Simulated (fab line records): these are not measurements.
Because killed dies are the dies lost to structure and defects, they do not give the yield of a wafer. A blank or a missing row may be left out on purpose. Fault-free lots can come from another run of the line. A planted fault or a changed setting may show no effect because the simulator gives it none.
A struck lot beside a sound one | flow n5-finfet | 41 steps out of a route of 1938
Sound: wafers L931.1, L931.2, L931.6. Struck: wafer L941.5; the same lot's L941.1 was not struck, so it is left out; see the end for the cause.
At each step with rows: each side's tool, then ch and its chambers, then its first start. Under that, the readings that differ: sound wafers | struck wafers | difference of the means | sigmas: that difference in standard deviations of wafers without a fault.
alike: readings whose means differ by less than 2 such deviations, and words and numbers that are the same on both sides. not compared: withheld readings, readings that some wafer has no value for, bounds like >300 that may hide the same value, and numbers for which the record gives no deviation and whose values overlap.
Wherever a step has rows on one side only, a row that says differs or no value, or a row with sigmas, the two part there. Numbers that have no deviation but don't overlap get no sigmas and don't part them. A reading that every wafer of one side lacks parts them only if that side has two wafers or more.

first, 12 steps without rows for these wafers: N5_SD_EPI_N_STRIP_36 (strips in N2/H2); N5_SD_EPI_N_ETCHBACK_44 (etches SiNx in CH3F/O2, stops on SiO2, target depth 14.5 nm); N5_SD_EPI_N_ETCH_45 (etches SiOCN in CH3F/O2, target depth 6 nm); N5_SD_EPI_N_ETCH_16 (etches SiO2 in CHF3/O2, target depth 5 nm); N5_SD_EPI_N_STRIP_47 (strips in CHF3/O2); N5_SD_EPI_N_SD_RECESS_17 (chemistry HBr/Cl2/O2, target depth 41 nm, time 23.7 s, bt time 3 s); N5_SD_EPI_N_STRIP_38 (strips in N2/H2); N5_SD_EPI_N_WET_ETCH_43 (etches SiO2 in dHF, time 14 s, target depth 1.5 nm); N5_SD_EPI_N_STRIP_18 (strips in SPM, time 750 s); N5_SD_EPI_N_SRD_20 (time 30 s); N5_SD_EPI_N_PRECLEAN_48 (cleans in NF3:NH3, afs cycles 2, time 20 s, sublimation time 60 s); N5_SD_EPI_N_VAPOR_ETCH_50 (etches Si in HCl, time 54 s).
N5_SD_EPI_N_EPI_21: deposits Si:P, time 690 s.
  sound on epi-rpcvd-03 ch 0, day 3 03:47; struck on epi-rpcvd-03 ch 0, day 5 17:41
  reading                                   | sound       | struck | difference | sigmas
  epi-growth-time-s (s)                     | 690 690 690 | 728.41 | +38.41     |
  model.Si-P_of_SD_EPI_N_EPI_21.thk-nm (nm) | 59.2 58 59  | 60.6   | +1.9       |
then, 24 steps without rows for these wafers: N5_SD_EPI_N_PRECLEAN_24 (cleans in O3/DIW, time 60 s); N5_SD_EPI_N_SRD_25 (time 30 s); N5_SD_EPI_N_PRECLEAN_49 (cleans in NF3:NH3, afs cycles 1, time 20 s, sublimation time 60 s); N5_SD_EPI_N_LINER_46 (material SiNx, target thk 3 nm); N5_SD_EPI_P_COAT_34 (time 60 s, resist thk 350 nm); N5_SD_EPI_P_COAT_35 (time 60 s, resist thk 35 nm); N5_SD_EPI_P_COAT_03 (resist thk 150 nm); N5_SD_EPI_P_EBR_05; N5_SD_EPI_P_SOFTBAKE_04 (time 60 s); N5_SD_EPI_P_EXPOSE_06 (exposes mask SD P BLK, target cd 240 nm); N5_SD_EPI_P_PEB_07 (peb time 60 s); N5_SD_EPI_P_DEVELOP_08 (develop time 30 s); N5_SD_EPI_P_DESCUM_14 (chemistry O2, time 7.9 s); N5_SD_EPI_P_ETCH_36 (etches SiARC in CF4, target depth 45.5 nm, time 75.8 s); N5_SD_EPI_P_ETCH_37 (etches SOC in N2/H2, overetch 108 nm, time 486 s); N5_SD_EPI_P_STRIP_38 (strips in N2/H2); N5_SD_EPI_P_ETCHBACK_46 (etches SiNx in CH3F/O2, stops on SiO2, target depth 17.5 nm); N5_SD_EPI_P_ETCH_47 (etches SiOCN in CH3F/O2, target depth 25 nm); N5_SD_EPI_P_ETCH_16 (etches SiO2 in CHF3/O2, target depth 5 nm); N5_SD_EPI_P_STRIP_50 (strips in CHF3/O2); N5_SD_EPI_P_SD_RECESS_17 (chemistry HBr/Cl2/O2, target depth 39.1 nm, bt time 3 s); N5_SD_EPI_P_WET_ETCH_45 (etches SiO2 in dHF, time 10.7 s, target depth 2 nm, rinse time 30 s); N5_SD_EPI_P_STRIP_40 (strips in N2/H2); N5_SD_EPI_P_PRECLEAN_52 (cleans in O3/DIW, time 60 s).
N5_SD_ACTIVATION_RS_MEAS_03: the measuring method here is four-point-probe.
  struck on film-metro-01, day 5 23:48; sound on film-metro-02, day 3 10:44
  reading          | sound             | struck | difference | sigmas
  RS_SD_N (ohm/sq) | 22.00 22.46 22.15 | 21.16  | -1.04      | -4
  alike: RS_SD_P
N5_MOL_CONTACT_COAG_ETCH_15: etches SiNx in CH3F/O2, stops on Si:P, target depth 7 nm.
  sound on rie-diel-05 ch 0,2,3, day 4 17:46; struck on rie-diel-02 ch 3, day 7 05:34
  reading                                   | sound          | struck | difference | sigmas
  model.Si-P_of_SD_EPI_N_EPI_21.thk-nm (nm) | 58.4 57.2 58.2 | 59.8   | +1.9       |
  alike: O2_flow_sccm, drypump-motor-current-A, oes-product-au, rf-vpp-V, showerhead-plenum-p-Torr, throttle-valve-pct
  not compared: rf-hours-counter-h
-- a jump in the record: the struck wafers' starts before and after are 3 days apart (it breaks off in module MOL_CONTACT_COAG and resumes in module BEOL_M4, where the first step shown is number 1111 of the route) --
N5_BEOL_M4_RC_MEAS_101:
  sound on prober-01 ch 0, day 7 18:26; struck on prober-01 ch 0, day 10 07:20
  reading          | sound          | struck | difference | sigmas
  DIBL_P (mV/V)    | 36.9 32.4 37.0 | 41.9   | +6.5       | +2
  RS_SD_N (ohm/sq) | 28.2 28.9 28.3 | 27.6   | -0.9       | -2
  alike: DIBL_N, IOFF_N, IOFF_P, ION_N, ION_P, SS_N, SS_P, VT_N, VT_P
-- the record jumps here: 4 days lie between the struck wafers' starts before and after (it left off in module BEOL_M4 and takes up again in module PASSIVATION, whose first step shown is number 1936 of the route) --
N5_PASSIVATION_PROBE_49:
  struck on prober-01, day 14 11:53; sound on prober-02, day 12 04:59
  reading               | sound       | struck | difference | sigmas
  sort_bin_6_memory (%) | 3.3 2.9 4.7 | 2.3    | -1.3       | -2
  alike: defect-limited-yield, killed_at_M0_to_M3, killed_at_M4_up, killed-at-contacts, killed-at-front-end, killed-at-other, killed-dies, killed-open, killed-short, sort_bin_5_function, sort_bin_8_speed, sort-n-pass, sort-yield-pct

## WHERE THEY PART
Earliest at N5_SD_ACTIVATION_RS_MEAS_03; latest, in this record, at N5_PASSIVATION_PROBE_49.

WHY: the cause the simulator had injected
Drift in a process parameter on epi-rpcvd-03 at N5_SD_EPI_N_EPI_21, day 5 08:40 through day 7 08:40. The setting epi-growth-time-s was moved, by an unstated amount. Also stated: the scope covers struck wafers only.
